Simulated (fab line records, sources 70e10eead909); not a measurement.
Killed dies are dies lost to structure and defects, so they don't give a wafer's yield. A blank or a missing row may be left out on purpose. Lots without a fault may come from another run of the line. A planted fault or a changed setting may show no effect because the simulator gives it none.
Tool commonality check | flow nand_harc | 11 lots, 33 wafers sampled

WHY IT WAS OPENED
At NHARC_A_SGD_CUT_CD_MEAS_09 the reading cd_nm is flagged on 2 of 11 lots. Wafers without a fault read 100.2 nm, standard deviation 0.72.
Rule: a lot is flagged when every wafer of it that has a number lies more than 4 standard deviations from that mean, or none has a number. The other lots count as sound.

lot  | measured     | on        | cd_nm (nm), wafer by wafer | flag
L649 | day 19 09:57 | cd_sem-03 | 100.5 100.9 100.8          |
L648 | day 19 10:19 | cd_sem-01 | 99.3 99.6 99.0             |
L650 | day 20 01:41 | cd_sem-03 | 100.4 101.0 99.6           |
L652 | day 20 16:19 | cd_sem-01 | 100.2 100.0 100.0          |
L651 | day 20 17:11 | cd_sem-03 | 100.7 99.1 100.9           |
L657 | day 22 05:04 | cd_sem-01 | 100.1 99.9 100.8           |
L661 | day 24 05:47 | cd_sem-01 | 99.1 99.7 99.8             |
L664 | day 26 10:17 | cd_sem-01 | 99.1 99.1 99.8             |
L667 | day 27 00:50 | cd_sem-02 | 119.6 119.6 120.7          | FLAGGED
L669 | day 27 17:46 | cd_sem-01 | 117.0 117.9 116.6          | FLAGGED
L668 | day 27 17:54 | cd_sem-01 | 100.2 101.6 100.1          |
The numbers of the flagged lots are 118.6 nm on average: +18.4 nm against the usual, or +26 standard deviations.

WHICH TOOL RAN EACH LOT
The record holds 3 process steps before the reading, out of a route of 1302 steps. In each cell: the tool, then ch and the chambers that the sampled wafers went through, then the start.
lot  | flag    | NHARC_A_STAIRCASE_DEP_417       | NHARC_A_STAIRCASE_DESCUM_443       | NHARC_A_SGD_CUT_EXPOSE_06
L649 |         | pecvd-04 ch 0,2, day 17 11:30   | rie_diel-02 ch 1,2,3, day 19 02:07 | arfi_scanner-03 ch 0, day 19 09:49
L648 |         | pecvd-03 ch 1,2, day 17 13:33   | rie_diel-03 ch 0,2,3, day 19 02:21 | arfi_scanner-02 ch 0, day 19 10:10
L650 |         | pecvd-01 ch 1,2, day 18 04:28   | rie_diel-02 ch 1,3, day 19 16:49   | arfi_scanner-02 ch 0, day 20 01:32
L652 |         | pecvd-03 ch 0,2, day 18 19:27   | rie_diel-03 ch 0,2,3, day 20 08:20 | arfi_scanner-01 ch 0, day 20 16:11
L651 |         | pecvd-04 ch 0,1,2, day 18 17:43 | rie_diel-02 ch 0,1, day 20 08:05   | arfi_scanner-03 ch 0, day 20 17:02
L657 |         | pecvd-04 ch 0,1,2, day 20 15:44 | rie_diel-13 ch 1,2,3, day 21 21:11 | arfi_scanner-03 ch 0, day 22 04:56
L661 |         | pecvd-03 ch 0,1,2, day 22 09:41 | rie_diel-03 ch 0,2, day 23 21:32   | arfi_scanner-02 ch 0, day 24 05:39
L664 |         | pecvd-04 ch 0,1,2, day 24 11:26 | rie_diel-13 ch 0,1,2, day 26 02:17 | arfi_scanner-03 ch 0, day 26 10:09
L667 | FLAGGED | pecvd-04 ch 1,2, day 24 23:38   | rie_diel-02 ch 2,3, day 26 16:56   | arfi_scanner-02 ch 0, day 27 00:41
L669 | FLAGGED | pecvd-04 ch 0,1, day 25 16:32   | rie_diel-02 ch 1,2, day 27 09:46   | arfi_scanner-02 ch 0, day 27 17:37
L668 |         | pecvd-04 ch 1,2, day 25 19:39   | rie_diel-03 ch 0,1,3, day 27 09:56 | arfi_scanner-03 ch 0, day 27 17:46
What these steps do:
- NHARC_A_STAIRCASE_DEP_417: deposits Si3N4, target thk 60 nm.
- NHARC_A_STAIRCASE_DESCUM_443: chemistry O2, time 3 s.
- NHARC_A_SGD_CUT_EXPOSE_06: exposes mask SGD.
- NHARC_A_SGD_CUT_CD_MEAS_09: target cd 100 nm.

FLAGGED OVER TOTAL, TOOL BY TOOL (the gauges that took the reading come last)
step                         | tool            | lots run | flagged | share of the flagged lots | sound lots run after its first flagged lot
NHARC_A_STAIRCASE_DEP_417    | pecvd-01        | 1        | 0       | none                      | -
NHARC_A_STAIRCASE_DEP_417    | pecvd-03        | 3        | 0       | none                      | -
NHARC_A_STAIRCASE_DEP_417    | pecvd-04        | 7        | 2       | all                       | 1 (L668)
NHARC_A_STAIRCASE_DESCUM_443 | rie_diel-02     | 5        | 2       | all                       | 0
NHARC_A_STAIRCASE_DESCUM_443 | rie_diel-03     | 4        | 0       | none                      | -
NHARC_A_STAIRCASE_DESCUM_443 | rie_diel-13     | 2        | 0       | none                      | -
NHARC_A_SGD_CUT_EXPOSE_06    | arfi_scanner-01 | 1        | 0       | none                      | -
NHARC_A_SGD_CUT_EXPOSE_06    | arfi_scanner-02 | 5        | 2       | all                       | 0
NHARC_A_SGD_CUT_EXPOSE_06    | arfi_scanner-03 | 5        | 0       | none                      | -
NHARC_A_SGD_CUT_CD_MEAS_09   | cd_sem-01       | 7        | 1       | some                      | 1 (L668)
NHARC_A_SGD_CUT_CD_MEAS_09   | cd_sem-02       | 1        | 1       | some                      | 0
NHARC_A_SGD_CUT_CD_MEAS_09   | cd_sem-03       | 3        | 0       | none                      | -

WHAT THE TABLE ALLOWS
3 rows of the table ran every flagged lot: pecvd-04 at NHARC_A_STAIRCASE_DEP_417, rie_diel-02 at NHARC_A_STAIRCASE_DESCUM_443, arfi_scanner-02 at NHARC_A_SGD_CUT_EXPOSE_06.
- pecvd-04 at NHARC_A_STAIRCASE_DEP_417: 2 of its 7 lots flagged. Sound lots ran on it after the first flagged one (L668), which a lasting fault on the whole tool wouldn't allow.
- rie_diel-02 at NHARC_A_STAIRCASE_DESCUM_443: 2 of its 5 lots flagged. Its last sound lot is L651 (day 20 08:05), its first flagged lot L667 (day 26 16:56): a fault that began between those two fits.
- arfi_scanner-02 at NHARC_A_SGD_CUT_EXPOSE_06: 2 of its 5 lots flagged. Its last sound lot is L661 (day 24 05:39), its first flagged lot L667 (day 27 00:41): a fault that began between those two fits. Its own readings lie more than 4 standard deviations out on every wafer of the flagged lots: exposure_dose_mJ_cm2.
Counting lots can't tell these 2 tools apart, because each fits a fault that began at some hour. More lots, or a look at what each step does to the wafer, might.

WHAT THE SIMULATOR HAD PUT IN
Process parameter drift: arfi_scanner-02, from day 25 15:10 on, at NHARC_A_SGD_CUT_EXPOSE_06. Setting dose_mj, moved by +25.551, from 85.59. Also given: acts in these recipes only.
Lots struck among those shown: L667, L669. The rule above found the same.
